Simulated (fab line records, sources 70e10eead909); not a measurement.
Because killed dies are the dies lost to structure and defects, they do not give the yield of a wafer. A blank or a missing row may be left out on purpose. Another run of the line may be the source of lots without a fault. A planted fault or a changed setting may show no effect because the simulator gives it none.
Problem report in the 8D (eight disciplines) form, filled by code ; flow nandHarc ; the parts of the form that need people (team, actions taken, sign-off) are left out

1. THE PROBLEM
Mean of heaterPowerTotalW at NHARC_A_CHANNEL_HOLE_D2_SOFTBAKE_05: 165.48 W across 6 wafers in 2 lots; on wafers with no fault it is 188.44 W (standard deviation 0.13). So: -99 or more standard deviations from the usual mean.
The step: time 55 s.
Seen first at day 14 01:00 on lithoTrack-04, wafer L304.1. At this step, 39 wafers from 13 lots have a number in the record. Rule for "out", or "out of limits": more than 4 standard deviations from the usual mean. The other wafers with a number count as sound.

2. WHAT IT IS, WHAT IT ISN'T
question;is;is not
which readings at this step;heaterPowerTotalW;-
which lots;L304, L306;L303, L305, L314, L316, L317, L318, L320, L321, L322, L323, L324
which wafers of those lots;all that have a number;-
read on which tools;lithoTrack-04;lithoTrack-01, lithoTrack-06
when;from day 14 01:00;"up to then (3 sound wafers); but 30 sound wafers of L305, L314, L316, L317, L318, L320, L321, L322, L323, L324 came after"

3. THE SUSPECTS, EACH WITH WHAT RULES IT OUT
Counting: a tool at a process step up to the reading stays a suspect if it ran every lot that is out and no sound lot after the first of them.
- aclDep-01 at NHARC_A_CHANNEL_HOLE_D2_DEP_00 (deposits aC, target thk 3100 nm): ruled out as a lasting fault. The sound lots L316, L314, L317, L320, L321, L324 went through it after L304, its earliest lot that is out (day 13 23:23).
- lithoTrack-04 at NHARC_A_CHANNEL_HOLE_D2_SOFTBAKE_05 (time 55 s): ruled out as a lasting fault. The sound lots L314, L317, L318, L321, L324 went through it after L304, its earliest lot that is out (day 14 01:00).
Left after counting: nothing in the record.

4. THE CAUSE (what the simulator had put in)
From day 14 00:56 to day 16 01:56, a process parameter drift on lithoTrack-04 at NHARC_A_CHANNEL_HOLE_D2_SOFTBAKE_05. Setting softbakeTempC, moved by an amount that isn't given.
Counting ruled it out, wrongly.

5. SEQUENCE OF EFFECTS, ordered by route
Each row: a reading where the mean over the struck wafers with a number is more than 3 standard deviations away from the usual. Readings are gone through only where the record gives a usual standard deviation; hours: the median, over the lots, of the time from a lot's start at the first step in this table giving one to that lot's start at this step; sigmas: the change measured in usual standard deviations.
hours;step;reading;usual;on struck wafers;change;sigmas
0;NHARC_A_CHANNEL_HOLE_D2_SOFTBAKE_05;heaterPowerTotalW;188.44 W;165.48;-22.96;-99 or more
Its process steps:
- NHARC_A_CHANNEL_HOLE_D2_SOFTBAKE_05: time 55 s.
At these later measuring or inspecting steps, every struck wafer for which the step has a row has a number for every such reading, and none has moved that far: NHARC_A_CHANNEL_HOLE_D2_OVL_MEAS_11.

6. HOW IT WOULD HAVE BEEN CAUGHT EARLIER
0 hours passed between the start of the fault at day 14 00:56 and the first reading out of limits in this record, taken at day 14 01:00.
